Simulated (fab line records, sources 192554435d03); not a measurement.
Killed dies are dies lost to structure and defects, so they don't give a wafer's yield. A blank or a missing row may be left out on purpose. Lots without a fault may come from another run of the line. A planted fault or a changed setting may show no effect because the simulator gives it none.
fab line records | flow n5_finfet
record lots=5 wafers=13 last_day=17
route steps=1938 shown SDB@374 DUMMY_REMOVAL@377 HKMG_FIN@385
lots that met no fault: from a run of the same line without faults
start_h: hours from the record's first day to the start of the lot's first wafer shown | wait_h: hours since the lot's step before | " the same as in the row above | L1.1+2: a row that stands for several wafers | - no value, or no start given | * or withheld: withheld | < > ~ a bound
route shown NAME@n: a module of which the file shows steps, and the number in the route of the first | usual: mean/standard deviation of fault-free wafers | same: alike in all rows | chamber/n: place in a boat | sites: the reading at each site | _std_site: their standard deviation | _edge_site: outer sites' mean less inner sites' | radius_mm: how far each site lies from the wafer's centre | mask NAME#n: copy n | behind: the tool/chamber that last shaped the wafer | hold: why the lot was held/for how many hours/how that ended | device: the transistor (n, p or np) that didn't switch | end of line: the same wafers' tests at the end of the route | a step without rows: its recipe alone | killed: dies lost to structure and defects at the first sort, not the wafer's yield | map: a wafer's dies, x killed, . not, _ none there
set.NAME: the setting as run; set.NAME@STEP: as run at that earlier step | model.NAME: the simulator's own value behind a step, which no gauge read
lots at some steps of the route; a table a step, a row a wafer
services: from which hour (start_h, from the record's first day; less than 0 if before it) a tool's chamber was out of use, for how many hours, and why
## steps
# step N5_SDB_CMP_30
# recipe stop_on=poly-Si t_overpolish_s=1.54 post_cmp_clean=alkaline_brush down_force_psi=4.1491 platen_rpm=51.796 pad_velocity_m_s=1.0306 target_thk_nm=30
# step N5_DUMMY_REMOVAL_HM_STRIP_01
# recipe chemistry=CH3F/O2 material=SiNx target_depth_a=40 stop_on=poly-Si time_s=6.8 over_etch_frac=0.3 ion_energy_ev=60 power_w=410 bias_w=29 Ar_flow_sccm=150 CH3F_flow_sccm=30 O2_flow_sccm=20
# step N5_DUMMY_REMOVAL_STRIP_10
# recipe chemistry=N2/H2 time_s=40 power_w=100 temp_c=40 pressure_mtorr=100 rf_frequency_hz=6e+07 bias_power_w=3 n2_flow_sccm=300 h2_flow_sccm=300
# step N5_DUMMY_REMOVAL_PRECLEAN_07
# recipe chemistry=dHF time_s=30 temp_c=25 dilution=withheld
# step N5_DUMMY_REMOVAL_DUMMY_REMOVE_02
# recipe chemistry=TMAH temp_c=70 target=poly-Si stop_on=SiO2 target_depth_nm=142 conc_wt_pct=5 time_s=57 dry=ipa_marangoni rinse_time_s=30 rinse_temp_c=23
# step N5_DUMMY_REMOVAL_PRECLEAN_08
# recipe chemistry=NF3:NH3 afs_cycles=2 temp_c=30 time_s=20 sublimation_temp_c=180 sublimation_time_s=60 pressure_torr=3 rf_power_w=30
# step N5_DUMMY_REMOVAL_PRECLEAN_04
# recipe chemistry=DHF time_s=37 temp_c=25 dilution=500:1
# step N5_DUMMY_REMOVAL_SRD_05
# recipe dry=ipa_marangoni do_ppb=5 time_s=30 temp_c=23 rinse_liquid=diw
# step N5_HKMG_FIN_IL_REGROW_00
# recipe material=SiO2 target_thk_a=7.5 chemistry=O3 temp_c=withheld time_s=30
# step N5_HKMG_FIN_HK_ALD_01
# recipe material=HfO2 target_thk_a=16 temp_c=withheld ald_precursor_family=HfCl4 ald_co_reactant=H2O pulse_time_s=3 purge_time_s=3 co_reactant_purge_time_s=2.5 co_reactant_pulse_time_s=0.3 ald_cycles=30
# usual ald_cycles=30/0 precursor_pulse_height_rel=1.002/0.021
# columns lot.wafer tool chamber start_h wait_h ald_cycles precursor_pulse_height_rel model.HfO2_of_HKMG_FIN_HK_ALD_01.thk_nm
L360.3 ald_hk-03 2 95.24 0.0 30 0.982 1.6
L360.4 " 0 " " 30 1.016 1.6
L360.5 " 2 " " 30 1.049 1.6
L366.2 ald_hk-03 3 126.48 0.0 53 1.011 2.8
L366.4 " 1 " " 30 1.022 1.6
L369.2 ald_hk-03 3 146.39 0.0 53 1.042 2.8
L369.4 " 0 " " 30 0.998 1.6
L370.1 ald_hk-03 1 149.41 0.0 30 1.018 1.6
L370.3 " 0 " " 53 0.995 2.8
L370.4 " 3 " " 30 1.000 1.6
L377.1 ald_hk-02 1 194.06 0.0 30 0.993 1.6
L377.4 " 0 " " 30 1.025 1.6
L377.5 " 1 " " 30 1.040 1.6
# step N5_HKMG_FIN_HK_ANNEAL_02
# recipe temp_c=700 time_s=30 ambient=N2 idle_temp_c=600 ramp_up_c_per_s=150 ramp_down_c_per_s=60 cool_to_c=600
# step N5_HKMG_FIN_ALD_74
# recipe material=La2O3 target_thk_a=5 temp_c=250 ald_precursor_family=La-Cp ald_co_reactant=O3 pulse_time_s=6 co_reactant_pulse_time_s=1 purge_time_s=3 co_reactant_purge_time_s=3
# step N5_HKMG_FIN_ALD_75
# recipe material=Al2O3 target_thk_a=10 temp_c=150 ald_precursor_family=TMA ald_co_reactant=H2O pulse_time_s=withheld co_reactant_pulse_time_s=1
# step N5_HKMG_FIN_COAT_41
# recipe resist=SOC temp_c=250 time_s=60 spin_rpm=1500 resist_thk_nm=300
# step N5_HKMG_FIN_COAT_42
# recipe resist=SiARC temp_c=220 time_s=60 spin_rpm=1500 resist_thk_nm=35
# step N5_HKMG_FIN_COAT_43
# recipe resist=CAR-ArF spin_rpm=1500 resist_thk_nm=90
# step N5_HKMG_FIN_EBR_45
# recipe solvent=PGMEA ebr_width_mm=1.5
# step N5_HKMG_FIN_SOFTBAKE_44
# recipe temp_c=110 time_s=60 resist=CAR-ArF
# step N5_HKMG_FIN_EXPOSE_46
# recipe mask_id=NDIPOLE na=1.35 source_shape=conventional sigma_outer=0.8 polarization=unpolarized dose_mj=40
# step N5_HKMG_FIN_PEB_47
# recipe peb_temp_c=withheld peb_time_s=60 resist=CAR-ArF
# step N5_HKMG_FIN_DEVELOP_48
# recipe develop_time_s=30 developer=TMAH resist=CAR-ArF rinse_liquid=diw dry=air_spin dev_temp_c=23
# step N5_HKMG_FIN_DESCUM_53
# recipe chemistry=O2 time_s=7.9 source_power_w=50 bias_power_w=20 pressure_mtorr=20 rf_frequency_hz=2.712e+07 temp_c=40 resist=CAR-ArF o2_flow_sccm=225
# step N5_HKMG_FIN_ETCH_54
# recipe chemistry=CF4 target=SiARC target_depth_a=455 mask_material=CAR-ArF time_s=75.8 ion_energy_ev=80 pressure_mtorr=40 source_w=545 bias_w=36 Ar_flow_sccm=100 cf4_flow_sccm=100 ends=cleared
# step N5_HKMG_FIN_ETCH_55
# recipe chemistry=N2/H2 target=SOC target_depth_a=2400 temp_c=40 time_s=300 ion_energy_ev=200 mask_material=SiARC pressure_mtorr=30 source_w=840 bias_w=150 n2_flow_sccm=200 h2_flow_sccm=200
# step N5_HKMG_FIN_STRIP_56
# recipe chemistry=N2/H2 temp_c=40 n2_flow_sccm=200 h2_flow_sccm=200 rf_frequency_hz=6e+07
# step N5_HKMG_FIN_STRIP_57
# recipe chemistry=CF4 resist=SiARC power_w=300 bias_power_w=75 pressure_mtorr=50 cf4_flow_sccm=150 rf_frequency_hz=6e+07
# step N5_HKMG_FIN_ETCH_58
# recipe chemistry=N2/H2 target=SOC target_depth_a=2158 ion_energy_ev=50 bias_w=13 time_s=741 pressure_mtorr=30 source_w=875 n2_flow_sccm=200 h2_flow_sccm=200
# step N5_HKMG_FIN_STRIP_93
# recipe chemistry=N2/H2 material=SOC time_s=20 power_w=500 temp_c=40 pressure_mtorr=50 rf_frequency_hz=6e+07 bias_power_w=8 h2_frac=0.5 n2_flow_sccm=300 h2_flow_sccm=300
# step N5_HKMG_FIN_WET_ETCH_76
# recipe chemistry=dNH4OH mix=1:50 temp_c=25 target=Al2O3 stop_on=La2O3 target_depth_nm=2.25 dry=ipa_marangoni rinse_time_s=30 rinse_temp_c=23
# step N5_HKMG_FIN_STRIP_60
# recipe chemistry=N2/H2 power_w=2500 temp_c=300 h2_frac=0.65 time_s=360 pressure_mtorr=withheld n2_flow_sccm=1750 h2_flow_sccm=3250
# step N5_HKMG_FIN_WET_ETCH_77
# recipe chemistry=dHCl mix=1:10000 temp_c=25 target=La2O3 stop_on=HfO2 target_depth_nm=2
# step N5_HKMG_FIN_WET_ETCH_78
# recipe chemistry=dNH4OH mix=1:50 temp_c=25 target=Al2O3 stop_on=La2O3 target_depth_nm=4.5 dry=ipa_marangoni rinse_time_s=30 rinse_temp_c=23
# step N5_HKMG_FIN_ALD_79
# recipe material=TiN target_thk_a=15 temp_c=400 ald_precursor_family=TiCl4 ald_co_reactant=NH3 pulse_time_s=1 purge_time_s=3 co_reactant_purge_time_s=2 co_reactant_pulse_time_s=2 ald_cycles=68 pressure_torr=3
# step N5_HKMG_FIN_CVD_62
# recipe material=a-Si target_thk_a=30 temp_c=500 precursor=Si2H6 pressure_torr=1 time_s=20.8
# step N5_HKMG_FIN_RTA_80
# recipe temp_c=withheld time_s=2 ambient=N2 idle_temp_c=600 ramp_up_c_per_s=150 ramp_down_c_per_s=60 cool_to_c=600
# step N5_HKMG_FIN_PRECLEAN_64
# recipe chemistry=dHF time_s=30 temp_c=25 dilution=withheld
# step N5_HKMG_FIN_THK_MEAS_70
# recipe thk_meas_gauge=xrf reads=HfO2_of_HKMG_FIN_HK_ALD_01
# usual HK_THK=1.593/0.022
# columns lot.wafer tool chamber start_h wait_h HK_THK[nm]
L360.3 film_metro-02 - 98.60 0.2 1.554
L360.4 " - " " 1.607
L360.5 " - " " 1.577
L366.2 film_metro-02 - 130.01 0.2 2.844
L366.4 " - " " 1.597
L369.2 film_metro-02 - 149.88 0.2 2.824
L369.4 " - " " 1.581
L370.1 film_metro-02 - 153.21 0.2 1.632
L370.3 " - " " 2.846
L370.4 " - " " 1.616
L377.1 film_metro-02 - 197.65 0.2 1.602
L377.4 " - " " 1.582
L377.5 " - " " 1.629
## services
# columns tool chamber start_h hours kind
ald_hk-02 - 164.56 1.5 repair
## key
first_sign step=N5_HKMG_FIN_HK_ALD_01 reading=ald_cycles direction=up sigmas=99+ usual=* struck=*
effect step=N5_HKMG_FIN_THK_MEAS_70 reading=HK_THK direction=up sigmas=56 usual=1.593 struck=2.838
model_effect step=N5_HKMG_FIN_HK_ALD_01 value=HfO2_of_HKMG_FIN_HK_ALD_01.thk_nm without=1.6 struck=2.8
met_at N5_HKMG_FIN_HK_ALD_01
struck_wafers L366.2,L369.2,L370.3
tester_left_out L366,L369,L370
onset_between 95.24 126.48
fault kind=process_parameter_drift tool=ald_hk-03 chamber=- onset_h=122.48 steps=N5_HKMG_FIN_HK_ALD_01 channel=ald_cycles offset=* shape=step end_h=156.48 scope=struck_wafers_only acts_in=* stated=*
# tester_left_out: of these lots the tester's yield and bins aren't shown, on N5 and GAA mostly nor the transistor test; their killed dies are dies lost to structure and defects alone, not to doping, threshold or leakage, so they don't give the yield
